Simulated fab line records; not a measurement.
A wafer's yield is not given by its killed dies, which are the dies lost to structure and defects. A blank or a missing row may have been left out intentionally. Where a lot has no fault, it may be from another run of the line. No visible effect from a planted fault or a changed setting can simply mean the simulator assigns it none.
Struck lot and sound lot, side by side :: flow nand harc :: 15 steps out of a route of 1302
Sound: wafers L621.4, L621.5, L621.6. The struck wafers were L629.2, L629.3, L629.4. The cause is given at the end.
For every step that has rows: the tool of each side, followed by ch and its chambers, followed by its first start. Under that, the readings that differ: sound wafers :: struck wafers :: difference of the means :: sigmas: that difference in standard deviations of wafers without a fault.
alike: words and numbers the same on both sides, and readings whose means are apart by under 2 such deviations; not compared: readings that were withheld, readings missing a value for some wafer, numbers with overlapping values and no deviation given by the record, and bounds like >300 which may hide the same value.
Wherever a step has rows on one side only, a row that says differs or no value, or a row with sigmas, the two part there. Numbers that have no deviation but don't overlap get no sigmas and don't part them. A reading that every wafer of one side lacks parts them only if that side has two wafers or more.

first, 8 steps without rows for these wafers: NHARC_P_GATE_DEHYDRATE_03 (time 120 s); NHARC_P_GATE_HMDS_04 (time 30 s); NHARC_P_GATE_COAT_05; NHARC_P_GATE_SOFTBAKE_06 (time 95 s); NHARC_P_GATE_EBR_07; NHARC_P_GATE_EXPOSE_08 (exposes mask P HV); NHARC_P_GATE_PEB_09 (peb time 85 s); NHARC_P_GATE_DEVELOP_10 (time 70 s).
NHARC_P_GATE_CD_MEAS_11 targets a cd of 1640 nm.
  sound on cd sem-03 ch 0, day 5 18:13; struck on cd sem-02 ch 0, day 8 21:55
  alike: cd nm
then, 1 step without rows for these wafers: NHARC_P_GATE_HARDBAKE_12 (time 80 s).
NHARC_P_GATE_DESCUM_13: chemistry O2, time 3 s.
  sound on rie diel-08 ch 2,3, day 5 18:22; struck on rie diel-07 ch 0,2,3, day 8 22:04
  alike: drypump motor current A, oes product au, rf vpp V, showerhead plenum p Torr, throttle valve pct
  not compared: rf hours counter h
then, 1 step without rows for these wafers: NHARC_P_GATE_ETCH_14 (etches SiO2 in dHF, target depth 48.8 nm).
NHARC_P_GATE_STRIP_15: strips in SPM, time 780 s.
  sound on wet bench-04 ch 0,3,4, day 5 18:33; struck on wet bench-04 ch 3,4,6, day 8 22:16
  no value came back on the struck wafers for bath guard temp C (C), bath heat duty pct (%); on the sound wafers bath guard temp C (C) reads 130.4 130.9 129.5
then, 1 step without rows for these wafers: NHARC_P_GATE_PRECLEAN_71 (cleans in SC1).
-- the record jumps here: 20 days lie between the struck wafers' starts before and after (it left off in module P_GATE and takes up again in module END, whose first step shown is number 1302 of the route) --
NHARC_END_SORT_01:
  the record has rows for the struck wafers here (prober-02 ch 0, day 28 11:40) and none for the sound ones

WHERE THEY PART
Last at NHARC_END_SORT_01 as far as this record goes, first at NHARC_P_GATE_STRIP_15.

WHY: what had been put in by the simulator
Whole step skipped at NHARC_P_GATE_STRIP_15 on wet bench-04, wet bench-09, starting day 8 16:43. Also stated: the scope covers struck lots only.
